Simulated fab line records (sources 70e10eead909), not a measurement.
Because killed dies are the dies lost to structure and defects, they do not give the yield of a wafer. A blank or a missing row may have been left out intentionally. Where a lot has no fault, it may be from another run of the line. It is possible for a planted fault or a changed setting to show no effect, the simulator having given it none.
Chamber matching | flow nand_harc | NHARC_THIN_TSV_ETCHBACK_48 on rie_diel-06: 4 sister chambers
The step etches the open film in C4F8/Ar, target depth 1028.5 nm, time 405.17 s. 8 wafers are shown with their chamber, then 7 later ones without.

EACH WAFER AND ITS CHAMBER
wafer  | chamber | rf_vpp_V (V) | oes_product_au (a.u.)
L603.3 | 1       | 551          | 1.03
L605.1 | 1       | 550          | 0.96
L605.6 | 3       | 543          | 0.94
L607.1 | 3       | 543          | 0.94
L607.2 | 2       | 548          | 0.94
L607.5 | 0       | 544          | 0.92
L610.1 | 2       | 550          | 1.01
L610.4 | 0       | 546          | 0.99

WAFERS WHOSE CHAMBER IS MISSING
wafer  | rf_vpp_V (V) | oes_product_au (a.u.)
L610.6 | 550          | 1.00
L621.2 | 551          | 0.92
L621.3 | 549          | 0.93
L621.5 | 543          | 0.93
L622.1 | 541          | 0.94
L622.2 | 550          | 0.91
L622.3 | 550          | 0.93

WHICH CHAMBER EACH WENT THROUGH
wafer  | from the rows above     | in truth
L610.6 | can't be placed: 1 or 2 | 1
L621.2 | can't be placed: 1 or 2 | 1
L621.3 | can't be placed: 2 or 1 | 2
L621.5 | can't be placed: 3 or 0 | 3
L622.1 | can't be placed: 3 or 0 | 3
L622.2 | can't be placed: 2 or 1 | 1
L622.3 | can't be placed: 2 or 1 | 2
Placed correctly: 0 of 7. These rows do not allow placing 7 (true chamber among the candidates in 7). 0 placed wrongly.
How it was worked out, from the rows above alone: a wafer's distance from a chamber is the root of the sum, over the readings, of the square of ((its reading less the chamber's mean) divided by the reading's scatter). If the next closest chamber is less than 2 further off than the closest, the wafer can't be placed; otherwise it belongs to the closest. For every chamber, the mean is computed from those of its wafers that are shown. The scatter is the square root of a quotient: the sum, over the shown wafers, of each reading's squared deviation from its chamber's mean, divided by wafers minus chambers.
